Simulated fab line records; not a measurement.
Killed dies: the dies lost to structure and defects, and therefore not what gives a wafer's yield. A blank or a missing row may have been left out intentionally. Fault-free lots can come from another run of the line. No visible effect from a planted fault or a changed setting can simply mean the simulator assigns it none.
Chamber matching -- flow n5_finfet -- 4 sister chambers for N5_SDB_ETCH_17 on rie_diel-03
The step etches SiARC in CF4, target depth 23.4 nm, time 39 s. 4 wafers are shown with their chamber, then 7 later ones without.

== WAFERS, EACH WITH ITS CHAMBER ==
wafer,chamber,showerhead_plenum_p_Torr (Torr)
L078.2,1,2.02
L080.6,3,2.18
L086.2,0,2.16
L086.4,2,2.26

== WAFERS WITH NO CHAMBER GIVEN ==
wafer,showerhead_plenum_p_Torr (Torr)
L086.6,2.17
L087.1,2.16
L087.3,2.17
L087.6,2.17
L089.3,2.17
L089.4,2.16
L089.5,2.27

== EACH ONE'S CHAMBER ==
wafer,from the rows above,in truth
L086.6,can't be placed: 0 or 3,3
L087.1,0,0
L087.3,can't be placed: 0 or 3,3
L087.6,can't be placed: 0 or 3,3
L089.3,can't be placed: 0 or 3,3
L089.4,0,0
L089.5,2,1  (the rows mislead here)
Placed correctly: 2 of 7. Can't be placed from these rows: 4 (the true chamber is among the candidates in 4). Wrongly placed: 1.
How it was worked out, from the rows above alone: a wafer's distance from a chamber is the root of the sum, over the readings, of the square of ((its reading less the chamber's mean) divided by the reading's scatter). If the next closest chamber is less than 2 further off than the closest, the wafer can't be placed; otherwise it belongs to the closest. Each chamber's mean is taken over the wafers shown for it. The scatter: with one shown wafer a chamber, the root of the mean of the squares of how far each hidden wafer lies from its nearest shown one.
